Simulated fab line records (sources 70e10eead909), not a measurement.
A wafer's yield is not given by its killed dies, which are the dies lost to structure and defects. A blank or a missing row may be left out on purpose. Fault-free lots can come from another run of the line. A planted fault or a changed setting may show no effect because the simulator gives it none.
Matching of chambers || flow nand_harc || NHARC_P_STI_CMP_21 on cmp-03: 4 sister chambers
The step polishes, t overpolish 20 s, target thk 380.67 nm. 4 wafers are shown with their chamber, then 8 later ones without.

WAFERS PAIRED WITH THEIR CHAMBERS
{"wafer": "L812.5", "chamber": 1, "motor_current_A (A)": 12.2}
{"wafer": "L814.5", "chamber": 2, "motor_current_A (A)": 13.6}
{"wafer": "L814.6", "chamber": 3, "motor_current_A (A)": 11.6}
{"wafer": "L816.1", "chamber": 0, "motor_current_A (A)": 13.2}

WAFERS WHOSE CHAMBER IS MISSING
{"wafer": "L816.3", "motor_current_A (A)": 12.2}
{"wafer": "L816.6", "motor_current_A (A)": 12.4}
{"wafer": "L821.1", "motor_current_A (A)": 13.0}
{"wafer": "L821.2", "motor_current_A (A)": 11.8}
{"wafer": "L821.5", "motor_current_A (A)": 11.5}
{"wafer": "L822.1", "motor_current_A (A)": 11.8}
{"wafer": "L822.3", "motor_current_A (A)": 13.1}
{"wafer": "L822.4", "motor_current_A (A)": 13.3}

WHICH CHAMBER EACH WENT THROUGH
{"wafer": "L816.3", "from the rows above": 1, "in truth": 1}
{"wafer": "L816.6", "from the rows above": 1, "in truth": 1}
{"wafer": "L821.1", "from the rows above": 0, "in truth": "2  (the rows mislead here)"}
{"wafer": "L821.2", "from the rows above": "can't be placed: 3 or 1", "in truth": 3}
{"wafer": "L821.5", "from the rows above": 3, "in truth": 3}
{"wafer": "L822.1", "from the rows above": "can't be placed: 3 or 1", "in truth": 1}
{"wafer": "L822.3", "from the rows above": 0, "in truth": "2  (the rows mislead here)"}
{"wafer": "L822.4", "from the rows above": "can't be placed: 0 or 2", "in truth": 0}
Placed correctly: 3 of 8. From these rows, 3 cannot be placed; in 3 the true chamber is one of the candidates. Wrongly placed: 2.
How it was worked out, from the rows above alone: a wafer's distance from a chamber is the root of the sum, over the readings, of the square of ((its reading less the chamber's mean) divided by the reading's scatter). If the next closest chamber is less than 2 further off than the closest, the wafer can't be placed; otherwise it belongs to the closest. Each chamber's mean is taken over the wafers shown for it. The scatter: with one shown wafer a chamber, the root of the mean of the squares of how far each hidden wafer lies from its nearest shown one.
